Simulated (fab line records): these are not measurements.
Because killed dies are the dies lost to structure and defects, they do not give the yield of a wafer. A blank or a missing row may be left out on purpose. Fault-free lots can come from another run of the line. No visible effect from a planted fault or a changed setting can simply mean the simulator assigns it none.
Chamber matching | flow nand_harc | NHARC_A_CONTACT_DESCUM_74 on rie_diel-01 has 4 sister chambers
The step chemistry O2, time 3 s. 16 wafers are shown with their chamber, then 8 later ones without.

== EACH WAFER AND ITS CHAMBER ==
wafer  | chamber | drypump_motor_current_A (A) | showerhead_plenum_p_Torr (Torr) | rf_vpp_V (V)
L270.3 | 0       | 6.0                         | 1.81                            | 56.9
L270.5 | 1       | 4.9                         | 2.07                            | 58.6
L270.6 | 0       | 6.0                         | 1.81                            | 57.4
L274.1 | 2       | 4.9                         | 1.92                            | 58.3
L274.4 | 0       | 6.0                         | 1.81                            | 57.0
L274.6 | 3       | 6.3                         | 1.82                            | 57.2
L275.2 | 0       | 6.0                         | 1.81                            | 56.7
L275.3 | 1       | 4.9                         | 2.06                            | 58.6
L275.6 | 2       | 4.9                         | 1.92                            | 58.6
L281.1 | 3       | 6.3                         | 1.82                            | 57.0
L281.3 | 0       | 6.0                         | 1.80                            | 56.9
L281.6 | 3       | 6.3                         | 1.82                            | 56.8
L279.2 | 1       | 4.9                         | 2.06                            | 58.5
L279.3 | 2       | 4.9                         | 1.92                            | 57.7
L279.5 | 1       | 5.0                         | 2.06                            | 58.9
L285.1 | 0       | 6.0                         | 1.80                            | 57.9

SIGNATURES, as means of the wafers listed above
reading                  | chamber 0 | chamber 1 | chamber 2 | chamber 3 | scatter within a chamber
drypump_motor_current_A  | 6.000     | 4.925     | 4.900     | 6.300     | 0.025
showerhead_plenum_p_Torr | 1.8067    | 2.0625    | 1.9200    | 1.8200    | 0.00417
rf_vpp_V                 | 57.133    | 58.650    | 58.200    | 57.000    | 0.361
Rule: distance of a wafer from a chamber = root of the sum over the readings of ((wafer's reading minus chamber's mean) / reading's scatter) squared. The wafer belongs to the nearest chamber; if the next one is less than 2 further off, it can't be placed. The scatter: the root of (the sum of the squares of (reading less its chamber's mean) over the shown wafers, divided by (wafers less chambers)).

== WAFERS MISSING THEIR CHAMBER ==
wafer  | drypump_motor_current_A (A) | showerhead_plenum_p_Torr (Torr) | rf_vpp_V (V)
L285.4 | 4.9                         | 2.06                            | 58.5
L285.5 | 4.9                         | 2.06                            | 60.0
L286.2 | 5.0                         | 2.06                            | 58.1
L286.5 | 5.0                         | 2.06                            | 57.6
L286.6 | 6.1                         | 1.80                            | 57.7
L288.1 | 5.0                         | 2.06                            | 57.5
L288.4 | 5.0                         | 2.06                            | 59.1
L288.5 | 6.0                         | 1.80                            | 57.2

== WHICH CHAMBER EACH WENT THROUGH ==
wafer  | from the rows above | in truth
L285.4 | 1                   | 1
L285.5 | 1                   | 1
L286.2 | 1                   | 1
L286.5 | 1                   | 1
L286.6 | 0                   | 0
L288.1 | 1                   | 1
L288.4 | 1                   | 1
L288.5 | 0                   | 0
Correctly placed: 8 of 8. Can't be placed from these rows: 0. Number placed wrongly: 0.
